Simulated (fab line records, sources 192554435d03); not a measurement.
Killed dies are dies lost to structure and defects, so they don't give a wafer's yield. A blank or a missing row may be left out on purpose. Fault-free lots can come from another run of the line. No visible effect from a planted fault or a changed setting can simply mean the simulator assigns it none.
Which tool is to blame? + flow n5-finfet + 11 lots with 33 wafers sampled at 4 steps, on a route of 1938 steps

== WHAT THE GAUGES READ, wafer by wafer ==
N5_BEOL_M4_RC_MEAS_101.
| lot  | measured     | on        | DIBL_N (mV/V)  |
|------|--------------|-----------|----------------|
| L179 | day 8 04:16  | prober-01 | 38.9 36.1 37.6 |
| L181 | day 8 15:10  | prober-02 | 36.8 38.4 40.7 |
| L184 | day 9 13:31  | prober-02 | 36.6 36.5 34.6 |
| L188 | day 10 09:20 | prober-01 | 35.7 36.9 36.1 |
| L189 | day 10 09:35 | prober-02 | 34.7 35.4 36.3 |
| L195 | day 12 09:01 | prober-01 | 37.3 35.6 40.7 |
| L196 | day 12 08:17 | prober-02 | 36.9 33.9 36.2 |
| L197 | day 12 20:58 | prober-02 | 36.4 36.0 37.7 |
| L200 | day 13 13:59 | prober-02 | 35.2 37.6 34.8 |

== EACH LOT AND THE TOOL THAT RAN IT (in order: tool; ch and the chambers of the sampled wafers; start) ==
| lot  | N5_BEOL_M3_SPUTTER_94        | N5_BEOL_M3_PRE_CLEAN_60          | N5_BEOL_M3_DEP_57               |
|------|------------------------------|----------------------------------|---------------------------------|
| L179 | pvd-sputter-02, day 7 16:37  | cvd-co-01 ch 0,1,2, day 7 17:40  | pecvd-04 ch 0,1, day 7 17:49    |
| L181 | pvd-sputter-01, day 8 06:18  | cvd-co-01 ch 0,2, day 8 07:20    | pecvd-02 ch 0,1, day 8 07:30    |
| L184 | pvd-sputter-01, day 9 00:46  | cvd-co-02 ch 0,1,2, day 9 01:49  | pecvd-02 ch 0,1,2, day 9 01:59  |
| L188 | pvd-sputter-03, day 9 19:34  | cvd-co-01 ch 0,1,2, day 9 20:50  | pecvd-03 ch 0,1,2, day 9 20:59  |
| L189 | pvd-sputter-03, day 9 21:25  | cvd-co-02 ch 0,1,2, day 9 22:28  | pecvd-02 ch 0,1, day 9 22:39    |
| L191 | pvd-sputter-02, day 10 15:53 | cvd-co-02 ch 0,1,2, day 10 16:56 | pecvd-02 ch 0,1,2, day 10 17:06 |
| L192 | pvd-sputter-02, day 11 03:09 | cvd-co-02 ch 1,2, day 11 04:16   | pecvd-04 ch 0,2, day 11 04:26   |
| L195 | pvd-sputter-03, day 11 18:26 | cvd-co-01 ch 0,2, day 11 19:29   | pecvd-02 ch 0,1,2, day 11 19:38 |
| L196 | pvd-sputter-02, day 11 20:39 | cvd-co-01 ch 0,1, day 11 21:49   | pecvd-04 ch 0,2, day 11 21:58   |
| L197 | pvd-sputter-03, day 12 08:26 | cvd-co-02 ch 0,1, day 12 09:29   | pecvd-04 ch 0,1,2, day 12 09:38 |
| L200 | pvd-sputter-02, day 12 22:37 | cvd-co-02 ch 0,1, day 12 23:48   | pecvd-02 ch 1,2, day 12 23:58   |
- N5_BEOL_M3_SPUTTER_94: material Cu, target thk 4.5 nm, time 8.29 s.
- N5_BEOL_M3_PRE_CLEAN_60: time 15 s.
- N5_BEOL_M3_DEP_57: deposits SiCN from 3MS/NH3, target thk 8 nm, time 14 s.

== THE ANSWER, worked out from the rows above alone ==
Rule: what is usual is taken from the lots themselves. Put in order of their means at a reading, lots are off if they are a third of the lots or fewer, leave a main group of 4 or more, and stand apart from it by a gap of 3 or more times the standard deviation of the main group's means; of several such gaps the widest counts. Not used: any main group whose means are identical at the precision the tables above print for the reading. A lot without any number at a reading at which 4 lots or more have one is off too. The other lots that the step has rows for count as sound.
None of the lots is off at any reading shown; this tells nothing.

== WHAT THE SIMULATOR HAD PUT IN ==
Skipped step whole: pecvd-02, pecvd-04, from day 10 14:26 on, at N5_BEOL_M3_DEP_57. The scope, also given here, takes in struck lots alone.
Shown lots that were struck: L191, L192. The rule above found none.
